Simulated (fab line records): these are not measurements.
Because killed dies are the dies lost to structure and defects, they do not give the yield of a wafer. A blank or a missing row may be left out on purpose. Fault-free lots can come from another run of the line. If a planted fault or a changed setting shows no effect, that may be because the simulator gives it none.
Split-lot trial + flow n5Finfet + 36 wafers read across 7 lots, on a route 1938 steps long

== THE SPLIT ITSELF ==
At N5_BEOL_M13_TRENCH_ETCH_34 (etches SiOC in C4F8/O2/Ar, target depth 413.47 nm, time 162.6 s), the setting timeS was moved away from the recipe's 162.6 s on 12 of the 36 wafers read, by -56.0% to +46.8%. All remaining wafers had this setting at the recipe value.

== FROM THE SPLIT TO THE READING: what the file shows between them, 10 steps ==
- N5_BEOL_M13_STRIP_70: strips in C4F8/O2/Ar
- N5_BEOL_M13_OCD_MEAS_35
- N5_BEOL_M13_STRIP_37: strips in N2/H2
- N5_BEOL_M13_ETCH_38: etches SiCN in CF4/N2, target depth 67.5 nm, time 71.9 s
- N5_BEOL_M13_ECD_47: material Cu, target thk 936 nm
- N5_BEOL_M13_ANNEAL_48: time 90 s
- N5_BEOL_M13_CMP_49: polishes, stops on SiOC, t overpolish 17.1 s, target thk 420 nm
- N5_BEOL_M13_THK_MEAS_50: measures by xrf
- N5_BEOL_M13_PRE_CLEAN_52: time 15 s
- N5_BEOL_M13_DEP_53: deposits SiCN from 3MS/NH3, target thk 50 nm, time 17.8 s

== THE READING ==
Measured at N5_BEOL_M13_RS_MEAS_54 by four-point probe: M13_RS, in ohm/sq. A value of 0.0454 ohm/sq with a standard deviation of 0.00053 ohm/sq is what fault-free wafers of this fab line usually give.

| wafer  | tool, chamber at the split | timeS as run, s | against the recipe | M13_RS, ohm/sq | against lot-mates on the recipe |
|--------|----------------------------|-----------------|--------------------|----------------|---------------------------------|
| L080.1 | rieDiel-01, 1              | 209.4           | +28.8%             | 0.0356         | -0.0101                         |
| L080.2 | rieDiel-01, 2              | 209.4           | +28.8%             | 0.0350         | -0.0107                         |
| L080.3 | rieDiel-01, 0              | 162.6           | recipe             | 0.0460         | -                               |
| L080.4 | rieDiel-01, 2              | 162.6           | recipe             | 0.0455         | -                               |
| L080.5 | rieDiel-01, 0              | 162.6           | recipe             | 0.0456         | -                               |
| L080.6 | rieDiel-01, 1              | 209.4           | +28.8%             | 0.0355         | -0.0102                         |
| L079.1 | rieDiel-01, 2              | 162.6           | recipe             | 0.0453         | -                               |
| L079.2 | rieDiel-01, 0              | 162.6           | recipe             | 0.0458         | -                               |
| L079.3 | rieDiel-01, 1              | 162.6           | recipe             | 0.0457         | -                               |
| L079.4 | rieDiel-01, 1              | 162.6           | recipe             | 0.0458         | -                               |
| L079.5 | rieDiel-01, 0              | 162.6           | recipe             | 0.0453         | -                               |
| L079.6 | rieDiel-01, 2              | 162.6           | recipe             | 0.0454         | -                               |
| L082.1 | rieDiel-06, 0              | 133             | -18.2%             | 0.0565         | +0.0114                         |
| L082.2 | rieDiel-06, 2              | 133             | -18.2%             | 0.0558         | +0.0107                         |
| L082.3 | rieDiel-06, 1              | 162.6           | recipe             | 0.0457         | -                               |
| L082.4 | rieDiel-06, 3              | 133             | -18.2%             | 0.0550         | +0.0099                         |
| L082.5 | rieDiel-06, 2              | 162.6           | recipe             | 0.0449         | -                               |
| L082.6 | rieDiel-06, 3              | 162.6           | recipe             | 0.0448         | -                               |
| L086.1 | rieDiel-06, 0              | 162.6           | recipe             | 0.0462         | -                               |
| L086.2 | rieDiel-06, 3              | 162.6           | recipe             | 0.0442         | -                               |
| L086.4 | rieDiel-06, 2              | 162.6           | recipe             | 0.0450         | -                               |
| L085.1 | rieDiel-06, 3              | 238.7           | +46.8%             | 0.0303         | -0.0146                         |
| L085.2 | rieDiel-06, 1              | 238.7           | +46.8%             | 0.0310         | -0.0139                         |
| L085.3 | rieDiel-06, 0              | 162.6           | recipe             | 0.0454         | -                               |
| L085.4 | rieDiel-06, 2              | 162.6           | recipe             | 0.0449         | -                               |
| L085.5 | rieDiel-06, 3              | 162.6           | recipe             | 0.0445         | -                               |
| L085.6 | rieDiel-06, 0              | 238.7           | +46.8%             | 0.0305         | -0.0144                         |
| L090.1 | rieDiel-06, 2              | 162.6           | recipe             | 0.0447         | -                               |
| L090.5 | rieDiel-06, 2              | 162.6           | recipe             | 0.0446         | -                               |
| L090.6 | rieDiel-06, 1              | 162.6           | recipe             | 0.0452         | -                               |
| L094.1 | rieDiel-06, 0              | 71.47           | -56.0%             | 0.1066         | +0.0617                         |
| L094.2 | rieDiel-06, 3              | 162.6           | recipe             | 0.0440         | -                               |
| L094.3 | rieDiel-06, 2              | 71.47           | -56.0%             | 0.1040         | +0.0591                         |
| L094.4 | rieDiel-06, 1              | 162.6           | recipe             | 0.0458         | -                               |
| L094.5 | rieDiel-06, 2              | 162.6           | recipe             | 0.0448         | -                               |
| L094.6 | rieDiel-06, 1              | 71.47           | -56.0%             | 0.1060         | +0.0611                         |

FIT RESULTS
A straight line over all 36 wafers: M13_RS changes by -0.0007 ohm/sq for each +1% of timeS; r = -0.91; the points scatter about the line by 0.0079 ohm/sq.
The same after taking each lot's own level away (the mean of its wafers on the recipe; 36 wafers): -0.000704 ohm/sq for each +1%; r = -0.90; scatter 0.0079 ohm/sq.
The reading moves by 0.039 ohm/sq for the largest change in timeS, on that fit.
Across the lots, their own levels run from 0.04483 to 0.04570 ohm/sq, a range of 1.6 times the standard deviation given above.
Hence the lot-to-lot level has little effect on the slope; both slopes agree.
Check: with one of the wafers moved furthest among these (-56.0%) left out of the fit, the line predicts +0.0391 ohm/sq for it against its lot-mates. Against them it came out at +0.0617 ohm/sq.

== THE WHOLE CHAIN: every reading that the file lists as answering this split, in the file's order ==
| step                       | what it does                                                    | reading                                                                      | change (the file's fit)               | r (the file's) |
|----------------------------|-----------------------------------------------------------------|------------------------------------------------------------------------------|---------------------------------------|----------------|
| N5_BEOL_M13_TRENCH_ETCH_34 | etches SiOC in C4F8/O2/Ar, target depth 413.47 nm, time 162.6 s | etch.depthNm (the simulator's own value, which no gauge read)                | +4.12 nm for each +1% of the setting  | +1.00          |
| N5_BEOL_M13_OCD_MEAS_35    |                                                                 | trenchDepthNm                                                                | +4.12 nm for each +1% of the setting  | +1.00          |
| N5_BEOL_M13_CMP_49         | polishes, stops on SiOC, t overpolish 17.1 s, target thk 420 nm | Cu_of_BEOL_M13_ECD_47.thkNm (the simulator's own value, which no gauge read) | +4.12 nm for each +1% of the setting  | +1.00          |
| N5_BEOL_M13_THK_MEAS_50    | measures by xrf                                                 | M13_THK                                                                      | +4.1 for each +1% of the setting      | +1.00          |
| N5_BEOL_M13_RS_MEAS_54     | measures by four-point-probe                                    | M13_RS                                                                       | -0.000703 for each +1% of the setting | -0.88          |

== THE FILE'S OWN FIT ==
M13_RS changes by -0.000703 ohm/sq for each +1% of timeS, r = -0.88.
